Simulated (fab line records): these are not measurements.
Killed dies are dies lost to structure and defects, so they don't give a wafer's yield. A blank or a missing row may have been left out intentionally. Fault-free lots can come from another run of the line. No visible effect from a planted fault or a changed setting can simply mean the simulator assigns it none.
fab line records	flow n5_finfet	part 1 of 2: steps 1 to 4 of 6
record: lots: 22	wafers: 66	last_day: 17
route steps=1938 shown BEOL_M6@1248 BEOL_M7@1279
lots that met no fault: from a run of the same line without faults
start_h: hours from the record's first day to the start of the lot's first wafer shown	wait_h: hours from the lot's prior step to this one	" repeats the value in the row above	L1.1+2: several wafers, shown together as one row	- no value present, or no start provided	* or withheld: withheld	< > ~ a bound
route shown NAME@n: a module of which the file shows steps, and the number in the route of the first	usual: average and standard deviation across the fault-free wafers	same: alike in all rows	chamber/n: place in a boat	sites: the reading at each site	_std_site: how widely they spread, as a standard deviation	_edge_site: outer sites' mean less inner sites'	radius_mm: for every site, how far away it sits from the centre of the wafer	mask NAME#n: copy n	behind: the tool/chamber that last shaped the wafer	hold: cause of the lot's hold/its duration in hours/its outcome	device: the n, p or np transistor that did not switch	end of line: at the end of the route, the tests of the same wafers	step lacking rows: just its recipe	killed: the dies lost at the first sort to structure and to defects; this is not the yield of the wafer	map: shows each die of a wafer: x if killed, . if not, _ if none is there
set.NAME: setting as actually run; set.NAME@STEP: the setting as run at that earlier step	model.NAME: the simulator's own value behind a step, which no gauge read
route steps across a sampled set of lots; one table per step, one row per wafer
services: when a tool's chamber went out of use (start_h, in hours from the record's first day, below 0 if earlier), for how many hours, and the reason
== steps ==
step: N5_BEOL_M6_CURE_75
recipe: temp_c: 370	time_s: 120	ambient: DMADMS/He	material: SiCOH_lowk
usual: lamp_power_pct: 52.32/0.053	wafer_temp_C_max: 371.6/0.61
lot.wafer	tool	chamber	start_h	wait_h	lamp_power_pct	wafer_temp_C_max
L074.1	uv_cure-03	2	185.02	0.0	52.25	372.3
L074.2	"	2	"	"	52.41	372.5
L074.5	"	2	"	"	52.30	372.0
L075.1	uv_cure-02	2	188.96	0.0	52.34	371.6
L075.2	"	2	"	"	52.36	372.6
L075.3	"	2	"	"	52.40	372.3
L077.2	uv_cure-01	2	194.87	0.1	52.21	370.8
L077.3	"	2	"	"	52.34	370.6
L077.5	"	2	"	"	52.30	370.8
L078.2	uv_cure-03	1	207.82	0.1	52.32	372.3
L078.3	"	1	"	"	52.16	371.7
L078.6	"	1	"	"	52.37	371.7
L079.1	uv_cure-01	1	211.12	0.0	52.30	370.7
L079.4	"	1	"	"	52.35	371.2
L079.6	"	1	"	"	52.39	370.6
L080.4	uv_cure-03	1	212.65	0.2	52.34	371.7
L080.5	"	1	"	"	52.36	371.5
L080.6	"	1	"	"	52.26	372.2
L081.3	uv_cure-03	1	223.27	0.1	52.31	372.0
L081.4	"	1	"	"	52.31	371.6
L081.5	"	1	"	"	52.29	371.7
L082.1	uv_cure-01	2	231.64	0.0	52.30	371.0
L082.2	"	2	"	"	52.40	371.0
L082.6	"	2	"	"	52.27	371.2
L083.2	uv_cure-03	1	234.63	0.2	52.35	370.9
L083.4	"	1	"	"	52.31	371.7
L083.6	"	1	"	"	52.25	371.4
L084.1	uv_cure-02	1	234.76	0.1	52.31	371.5
L084.2	"	1	"	"	52.43	371.5
L084.6	"	1	"	"	52.35	371.0
L085.1	uv_cure-01	2	254.25	0.0	52.11	370.9
L085.5	"	2	"	"	52.27	371.1
L085.6	"	2	"	"	52.28	371.1
L086.1	uv_cure-02	2	266.03	0.0	52.29	372.6
L086.2	"	2	"	"	52.26	373.0
L086.4	"	2	"	"	52.20	372.0
L089.1	uv_cure-03	0	266.04	0.0	52.41	371.2
L089.3	"	0	"	"	52.30	371.1
L089.4	"	0	"	"	52.25	371.2
L088.1	uv_cure-03	0	292.30	0.0	52.32	371.4
L088.4	"	0	"	"	52.30	370.7
L088.5	"	0	"	"	52.29	371.3
L090.3	uv_cure-01	0	295.87	0.1	52.33	372.1
L090.5	"	0	"	"	52.28	372.5
L090.6	"	0	"	"	52.34	372.6
L092.2	uv_cure-03	0	298.71	0.1	52.29	372.3
L092.4	"	0	"	"	52.26	371.5
L092.6	"	0	"	"	52.29	371.5
L091.1	uv_cure-03	2	299.09	0.0	52.33	372.4
L091.4	"	2	"	"	52.30	372.4
L091.5	"	2	"	"	52.22	371.9
L093.1	uv_cure-02	2	322.70	0.0	52.27	372.3
L093.4	"	2	"	"	52.25	372.6
L093.6	"	2	"	"	52.30	372.6
L094.1	uv_cure-03	0	323.10	0.0	52.35	371.7
L094.2	"	0	"	"	52.31	371.9
L094.6	"	0	"	"	52.25	371.4
L097.1	uv_cure-02	0	329.41	0.0	52.31	372.0
L097.2	"	0	"	"	52.29	372.8
L097.3	"	0	"	"	52.38	372.6
L095.3	uv_cure-03	1	329.90	0.1	52.37	371.8
L095.5	"	1	"	"	52.32	371.4
L095.6	"	1	"	"	52.32	371.9
L096.1	uv_cure-01	2	333.72	0.0	52.29	370.6
L096.4	"	2	"	"	52.34	370.8
L096.6	"	2	"	"	52.31	370.4
step: N5_BEOL_M6_CMP_52
recipe: stop_on: SiCOH_lowk	t_overpolish_s: 6.9	down_force_psi: 1	platen_rpm: 50	clearing_platen_down_force_psi: 1.5	clearing_platen_rpm: 50	post_cmp_clean: cu_alkaline	target_thk_nm: 80	clearing_platen_pad_velocity_m_s: 0.99484	pad_velocity_m_s: 0.99484
usual: barrier_field_endpoint_s: 29.4/0.76	motor_current_A: 6.0/0.51	overpolish_run_s: 6.900/0.0085	pad_life_wafers: 1079/600	time_to_endpoint_s: 64/3.1
lot.wafer	tool	chamber	start_h	wait_h	barrier_field_endpoint_s	motor_current_A	overpolish_run_s	pad_life_wafers	time_to_endpoint_s
L074.2	cmp-04	3	186.62	0.2	29.7	6.6	6.896	1705	64
L074.1	"	0	"	"	28.1	5.6	6.896	1706	57
L074.5	"	3	"	"	29.7	6.6	6.896	-	62
L075.2	cmp-01	3	192.13	0.3	28.8	6.0	6.902	703	60
L075.3	"	0	"	"	30.0	5.9	6.897	704	64
L075.1	"	1	"	"	29.1	5.3	6.898	705	63
L077.3	cmp-01	3	196.78	0.2	27.9	5.9	6.886	750	63
L077.2	"	2	"	"	28.3	5.7	6.901	753	62
L077.5	"	0	"	"	30.3	5.7	6.901	-	66
L078.3	cmp-01	1	209.51	0.3	29.5	5.0	6.910	860	70
L078.2	"	2	"	"	28.6	6.1	6.903	861	63
L078.6	"	3	"	"	28.5	6.0	6.905	-	60
L079.1	cmp-03	0	213.29	0.3	29.5	6.8	6.902	1164	63
L079.4	"	2	"	"	30.0	5.4	6.901	1166	64
L079.6	"	1	"	"	29.5	6.1	6.886	-	62
L080.4	cmp-04	2	214.20	0.2	30.5	6.4	6.895	1940	66
L080.6	"	0	"	"	29.2	5.3	6.894	-	58
L080.5	"	1	"	"	29.7	6.9	6.899	-	66
L081.3	cmp-03	1	226.81	0.3	29.0	6.1	6.900	1303	65
L081.4	"	3	"	"	29.7	6.0	6.896	1305	66
L081.5	"	0	"	"	29.1	6.7	6.906	-	62
L082.2	cmp-03	3	233.54	0.3	27.6	5.7	6.885	1434	60
L082.1	"	0	"	"	27.6	7.2	6.894	1435	58
L082.6	"	0	"	"	29.6	6.8	6.902	-	63
L083.4	cmp-04	0	236.20	0.2	27.5	5.1	6.890	18	60
L083.2	"	2	"	"	29.8	6.3	6.899	20	68
L083.6	"	0	"	"	28.9	5.3	6.908	-	60
L084.2	cmp-03	0	236.45	0.2	27.7	6.4	6.899	1477	60
L084.1	"	2	"	"	27.6	6.0	6.895	1479	63
L084.6	"	3	"	"	28.5	5.9	6.906	-	63
L085.1	cmp-03	0	256.50	0.5	30.2	6.7	6.898	1627	65
L085.5	"	3	"	"	29.6	5.8	6.891	-	64
L085.6	"	0	"	"	29.8	7.1	6.892	-	64
L086.4	cmp-03	1	268.36	0.1	29.5	6.4	6.893	1698	66
L086.1	"	2	"	"	29.0	5.7	6.897	1699	65
L086.2	"	0	"	"	28.3	6.6	6.913	1701	65
L089.4	cmp-04	0	268.62	0.1	28.5	5.1	6.920	252	61
L089.1	"	1	"	"	28.8	6.1	6.894	253	66
L089.3	"	3	"	"	29.5	7.1	6.893	255	66
L088.1	cmp-01	0	293.93	0.3	29.6	5.9	6.900	1477	65
L088.4	"	2	"	"	30.0	5.6	6.898	1479	67
L088.5	"	0	"	"	30.0	6.0	6.899	-	64
L090.3	cmp-04	1	297.68	0.2	29.5	6.4	6.908	398	66
L090.5	"	3	"	"	29.5	6.5	6.902	-	63
L090.6	"	0	"	"	28.7	5.7	6.895	-	56
L092.4	cmp-03	2	300.20	0.1	29.2	6.0	6.917	1938	60
L092.2	"	3	"	"	28.5	6.0	6.902	1939	61
L092.6	"	3	"	"	28.4	6.0	6.894	-	58
L091.1	cmp-04	3	303.13	0.3	28.4	6.7	6.912	438	64
L091.4	"	0	"	"	28.8	5.0	6.894	439	63
L091.5	"	3	"	"	28.8	7.0	6.910	-	65
L093.4	cmp-04	0	324.96	0.2	29.8	5.3	6.889	583	61
L093.1	"	2	"	"	29.7	6.8	6.903	585	69
L093.6	"	3	"	"	29.3	6.6	6.905	-	68
L094.1	cmp-04	3	327.35	0.5	29.0	7.1	6.902	607	66
L094.2	"	1	"	"	28.5	6.4	6.905	609	65
L094.6	"	2	"	"	30.1	5.9	6.907	-	66
L097.2	cmp-01	2	331.03	0.2	29.4	6.0	6.911	1747	67
L097.3	"	3	"	"	29.0	6.0	6.899	1748	65
L097.1	"	0	"	"	30.4	6.0	6.903	1749	68
L095.3	cmp-01	3	332.89	0.4	29.3	6.1	6.893	1767	62
L095.6	"	0	"	"	30.1	5.8	6.896	-	67
L095.5	"	1	"	"	31.2	5.2	6.911	-	73
L096.1	cmp-03	2	336.07	0.3	30.2	5.7	6.908	48	64
L096.4	"	0	"	"	30.3	6.8	6.901	50	62
L096.6	"	3	"	"	29.6	5.8	6.916	-	60
step: N5_BEOL_M7_DESCUM_16
recipe: chemistry: O2	time_s: 7.9	source_power_w: 50	bias_power_w: 20	pressure_mtorr: 20	rf_frequency_hz: 2.712e+07	temp_c: 40	resist: CAR-ArF	o2_flow_sccm: 225
usual: bias_power_w: 19.99/0.059	drypump_motor_current_A: 5.53/0.26	oes_product_au: 0.79/0.084	rf_vpp_V: 243.3/1.4	showerhead_plenum_p_Torr: 2.10/0.073	throttle_valve_pct: 20.39/0.24
lot.wafer	tool	chamber	start_h	wait_h	bias_power_w	drypump_motor_current_A	oes_product_au	rf_hours_counter_h	rf_vpp_V	showerhead_plenum_p_Torr	throttle_valve_pct
L074.1	rie_diel-02	3	188.84	0.0	20.02	5.32	0.75	157	241.9	2.00	20.46
L074.2	"	1	"	"	20.04	5.67	0.84	64	242.5	2.03	20.44
L074.5	"	2	"	"	19.96	5.83	0.84	-	242.9	2.12	20.00
L075.1	rie_diel-06	3	195.53	0.4	19.98	5.89	0.86	72	244.2	2.22	20.12
L075.2	"	0	"	"	19.96	5.73	0.69	232	241.7	2.05	20.57
L075.3	"	2	"	"	19.89	5.43	0.73	184	244.1	2.17	20.25
L077.2	rie_diel-06	1	199.13	0.0	20.00	5.32	0.68	221	242.8	2.07	20.61
L077.3	"	3	"	"	20.02	5.90	0.86	73	247.4	2.22	20.11
L077.5	"	2	"	"	19.91	5.40	0.73	-	246.0	2.17	20.25
L078.2	rie_diel-06	2	211.99	0.0	20.04	5.40	0.72	189	243.7	2.17	20.26
L078.3	"	1	"	"	19.94	5.29	0.67	225	242.5	2.07	20.60
L078.6	"	0	"	"	19.98	5.78	0.69	-	244.0	2.05	20.57
L079.1	rie_diel-02	1	217.41	0.1	20.07	5.66	0.82	75	242.4	2.03	20.44
L079.4	"	2	"	"	20.06	5.84	0.82	89	244.9	2.12	20.02
L079.6	"	2	"	"	20.03	5.82	0.81	-	244.8	2.12	20.01
L080.4	rie_diel-02	0	217.90	0.3	19.98	5.12	0.67	246	243.8	2.16	20.66
L080.5	"	3	"	"	20.01	5.35	0.75	-	242.7	2.00	20.48
L080.6	"	2	"	"	19.96	5.82	0.82	-	242.6	2.12	20.04
L081.3	rie_diel-01	1	229.46	0.2	19.94	5.47	0.97	15	243.9	2.15	20.01
L081.4	"	0	"	"	20.01	5.44	0.74	167	241.0	2.01	20.61
L081.5	"	2	"	"	20.07	5.78	0.67	-	245.3	2.15	20.93
L082.1	rie_diel-06	3	235.64	0.0	19.94	5.89	0.84	84	244.1	2.22	20.13
L082.2	"	0	"	"	20.01	5.77	0.68	245	244.3	2.05	20.60
L082.6	"	2	"	"	19.95	5.38	0.72	-	243.8	2.17	20.27
L083.2	rie_diel-02	2	238.72	0.0	19.93	5.81	0.83	95	242.4	2.12	20.03
L083.4	"	3	"	"	19.98	5.34	0.74	-	241.5	2.00	20.50
L083.6	"	2	"	"	19.94	5.82	0.82	-	244.7	2.12	20.03
L084.1	rie_diel-01	1	238.96	0.1	20.08	5.50	0.96	18	242.4	2.15	20.03
L084.2	"	0	"	"	20.03	5.43	0.74	170	241.1	2.01	20.60
L084.6	"	3	"	"	20.05	5.15	0.84	-	243.3	2.12	20.71
L085.1	rie_diel-06	3	261.63	0.3	19.98	5.89	0.83	90	243.6	2.21	20.14
L085.5	"	2	"	"	20.01	5.44	0.71	-	244.5	2.17	20.29
L085.6	"	3	"	"	19.92	5.91	0.83	-	245.6	2.21	20.14
L089.1	rie_diel-06	2	272.08	0.0	19.90	5.42	0.70	206	242.8	2.17	20.30
L089.3	"	2	"	"	19.88	5.38	0.71	-	244.5	2.17	20.28
L089.4	"	3	"	"	20.05	5.86	0.82	-	243.9	2.21	20.15
L086.1	rie_diel-02	2	272.24	0.0	19.98	5.80	0.81	105	243.7	2.11	20.05
L086.2	"	0	"	"	20.02	5.11	0.94	7	244.3	2.16	20.23
L086.4	"	1	"	"	20.09	5.65	0.80	88	242.7	2.02	20.48
L088.1	rie_diel-06	0	296.34	0.0	20.09	5.80	0.97	4	241.3	2.04	20.22
L088.4	"	0	"	"	20.03	5.80	0.96	-	243.5	2.04	20.24
L088.5	"	2	"	"	20.06	5.44	0.70	-	243.9	2.16	20.31
L090.3	rie_diel-02	3	300.17	0.4	19.98	5.35	0.73	193	240.5	1.99	20.54
L090.5	"	3	"	"	20.00	5.34	0.72	-	241.8	1.99	20.53
L090.6	"	0	"	"	20.06	5.12	0.91	-	244.9	2.15	20.25
L092.2	rie_diel-02	1	303.24	0.0	19.97	5.64	0.79	100	242.6	2.02	20.50
L092.4	"	2	"	"	20.03	5.84	0.80	116	244.1	2.11	20.05
L092.6	"	3	"	"	19.96	5.36	0.72	-	240.8	1.99	20.52
L091.1	rie_diel-06	0	305.56	0.0	19.92	5.81	0.94	7	243.4	2.04	20.24
L091.4	"	1	"	"	20.02	5.31	0.67	240	243.2	2.06	20.63
L091.5	"	2	"	"	19.96	5.46	0.69	-	243.9	2.16	20.31
L093.1	rie_diel-01	0	327.23	0.1	19.98	5.40	0.73	197	240.5	2.00	20.64
L093.4	"	3	"	"	20.03	5.17	0.80	-	242.9	2.12	20.72
L093.6	"	2	"	"	19.96	5.69	0.92	-	244.2	2.14	20.55
L094.1	rie_diel-01	2	330.28	0.3	19.99	5.78	0.92	21	244.5	2.14	20.56
L094.2	"	0	"	"	19.99	5.42	0.72	198	241.1	2.00	20.64
L094.6	"	3	"	"	19.92	5.17	0.79	-	243.2	2.11	20.73
L097.1	rie_diel-01	2	333.89	0.0	19.97	5.77	0.92	22	243.1	2.14	20.55
L097.2	"	0	"	"	20.09	5.42	0.72	199	241.8	2.00	20.65
L097.3	"	3	"	"	20.01	5.14	0.81	101	241.5	2.11	20.75
L095.3	rie_diel-06	2	335.25	0.0	20.08	5.42	0.70	227	244.0	2.16	20.33
L095.5	"	2	"	"	20.06	5.39	0.69	-	244.0	2.16	20.32
L095.6	"	3	"	"	20.02	5.91	0.81	-	246.5	2.21	20.19
L096.1	rie_diel-01	2	338.01	0.0	19.98	5.76	0.91	23	243.6	2.14	20.58
L096.4	"	0	"	"	19.98	5.42	0.73	200	240.8	2.00	20.64
L096.6	"	1	"	"	19.97	5.49	0.90	-	242.9	2.14	20.05
step: N5_BEOL_M7_STRIP_67
recipe: chemistry: CF4	resist: SiARC	power_w: 300	bias_power_w: 75	pressure_mtorr: 50	cf4_flow_sccm: 150	rf_frequency_hz: 6e+07
usual: bias_power_w: 75.02/0.22	drypump_motor_current_A: 5.53/0.26	oes_product_au: 0.79/0.078	rf_vpp_V: 271.2/1.6	showerhead_plenum_p_Torr: 1.80/0.055	throttle_valve_pct: 13.52/0.26
lot.wafer	tool	chamber	start_h	wait_h	bias_power_w	drypump_motor_current_A	oes_product_au	rf_hours_counter_h	rf_vpp_V	showerhead_plenum_p_Torr	throttle_valve_pct
L074.1	rie_diel-02	3	189.07	0.0	74.97	5.32	0.76	157	267.5	1.72	13.60
L074.2	"	1	"	"	75.45	5.66	0.82	64	270.3	1.74	13.49
L074.5	"	2	"	"	75.22	5.87	0.84	-	270.9	1.81	13.15
L075.1	rie_diel-06	3	195.76	0.0	75.19	5.87	0.85	72	273.8	1.87	13.14
L075.2	"	0	"	"	75.34	5.79	0.70	233	270.2	1.79	13.92
L075.3	"	2	"	"	75.17	5.42	0.73	184	271.5	1.86	13.52
L077.2	rie_diel-06	1	199.36	0.0	74.78	5.29	0.69	221	271.7	1.77	13.80
L077.3	"	3	"	"	75.07	5.87	0.85	73	271.5	1.87	13.17
L077.5	"	2	"	"	75.16	5.42	0.72	-	272.5	1.86	13.50
L078.2	rie_diel-06	2	212.22	0.0	74.57	5.44	0.72	189	272.3	1.86	13.51
L078.3	"	1	"	"	74.77	5.29	0.69	225	271.0	1.77	13.81
L078.6	"	0	"	"	74.91	5.79	0.70	-	271.5	1.79	13.92
L079.1	rie_diel-02	1	217.65	0.0	75.59	5.66	0.83	75	270.6	1.74	13.51
L079.4	"	2	"	"	74.99	5.84	0.83	89	270.5	1.81	13.18
L079.6	"	2	"	"	74.97	5.83	0.83	-	269.5	1.81	13.19
L080.4	rie_diel-02	0	218.13	0.0	74.56	5.11	0.69	246	271.6	1.82	13.76
L080.5	"	3	"	"	75.60	5.33	0.75	-	268.8	1.71	13.63
L080.6	"	2	"	"	74.51	5.81	0.82	-	272.3	1.81	13.19
L081.3	rie_diel-01	1	229.70	0.0	75.22	5.48	0.95	15	273.9	1.83	13.07
L081.4	"	0	"	"	74.92	5.39	0.75	168	268.9	1.72	13.68
L081.5	"	2	"	"	75.22	5.69	0.68	-	272.5	1.84	14.13
L082.1	rie_diel-06	3	235.88	0.0	75.14	5.91	0.84	84	273.3	1.87	13.17
L082.2	"	0	"	"	75.28	5.80	0.69	245	270.9	1.79	13.95
L082.6	"	2	"	"	74.89	5.41	0.72	-	271.6	1.86	13.54
L083.2	rie_diel-02	2	238.96	0.0	75.20	5.86	0.81	95	272.2	1.81	13.18
L083.4	"	3	"	"	75.06	5.32	0.76	-	269.6	1.71	13.64
L083.6	"	2	"	"	75.00	5.81	0.83	-	272.0	1.81	13.18
L084.1	rie_diel-01	1	239.20	0.0	74.96	5.48	0.95	18	273.4	1.83	13.06
L084.2	"	0	"	"	74.82	5.41	0.76	170	271.0	1.72	13.71
L084.6	"	3	"	"	74.69	5.15	0.84	-	271.8	1.80	13.69
L085.1	rie_diel-06	3	261.99	0.0	74.95	5.91	0.83	90	273.2	1.87	13.20
L085.5	"	2	"	"	74.92	5.42	0.72	-	271.4	1.86	13.56
L085.6	"	3	"	"	74.76	5.90	0.83	-	272.6	1.87	13.18
L089.1	rie_diel-06	2	272.43	0.0	75.06	5.42	0.71	206	274.3	1.86	13.55
L089.3	"	2	"	"	75.09	5.41	0.70	-	270.7	1.86	13.56
L089.4	"	3	"	"	74.86	5.92	0.82	-	273.0	1.87	13.20
L086.1	rie_diel-02	2	272.48	0.0	75.24	5.86	0.81	105	271.2	1.80	13.21
L086.2	"	0	"	"	74.73	5.10	0.94	7	274.0	1.82	13.16
L086.4	"	1	"	"	75.15	5.65	0.81	88	268.9	1.74	13.56
L088.1	rie_diel-06	0	296.58	0.0	75.17	5.80	0.95	4	271.3	1.78	13.40
L088.4	"	0	"	"	75.37	5.79	0.96	-	270.0	1.78	13.41
L088.5	"	2	"	"	74.89	5.43	0.70	-	271.2	1.86	13.56
L090.3	rie_diel-02	3	300.41	0.0	75.27	5.34	0.74	193	268.6	1.71	13.69
L090.5	"	3	"	"	75.40	5.31	0.73	-	268.2	1.71	13.68
L090.6	"	0	"	"	75.14	5.10	0.90	-	271.7	1.82	13.20
L092.2	rie_diel-02	1	303.48	0.0	74.70	5.63	0.79	100	268.3	1.73	13.58
L092.4	"	2	"	"	75.00	5.86	0.80	116	271.2	1.80	13.24
L092.6	"	3	"	"	75.35	5.31	0.73	-	270.0	1.70	13.70
L091.1	rie_diel-06	0	305.80	0.0	74.81	5.77	0.94	7	268.6	1.78	13.41
L091.4	"	1	"	"	75.06	5.28	0.67	240	270.4	1.77	13.83
L091.5	"	2	"	"	74.84	5.44	0.70	-	271.2	1.85	13.60
L093.1	rie_diel-01	0	327.47	0.0	74.92	5.42	0.73	197	271.2	1.71	13.75
L093.4	"	3	"	"	75.26	5.13	0.81	-	271.7	1.79	13.76
L093.6	"	2	"	"	75.06	5.71	0.92	-	271.6	1.83	13.62
L094.1	rie_diel-01	2	330.51	0.0	75.42	5.75	0.91	21	271.6	1.83	13.62
L094.2	"	0	"	"	74.44	5.41	0.74	198	269.5	1.71	13.75
L094.6	"	3	"	"	75.00	5.17	0.80	-	272.2	1.79	13.74
L097.1	rie_diel-01	2	334.12	0.0	75.00	5.76	0.90	22	270.8	1.83	13.61
L097.2	"	0	"	"	74.92	5.42	0.74	199	271.0	1.71	13.76
L097.3	"	3	"	"	75.01	5.16	0.80	101	270.0	1.79	13.75
L095.3	rie_diel-06	2	335.49	0.0	75.02	5.39	0.69	227	272.4	1.85	13.61
L095.5	"	2	"	"	75.03	5.43	0.69	-	274.2	1.85	13.62
L095.6	"	3	"	"	74.91	5.88	0.81	-	272.8	1.86	13.25
L096.1	rie_diel-01	2	338.25	0.0	74.78	5.78	0.91	23	272.3	1.83	13.61
L096.4	"	0	"	"	74.90	5.42	0.73	200	270.6	1.71	13.77
L096.6	"	1	"	"	74.98	5.48	0.89	-	271.8	1.82	13.12
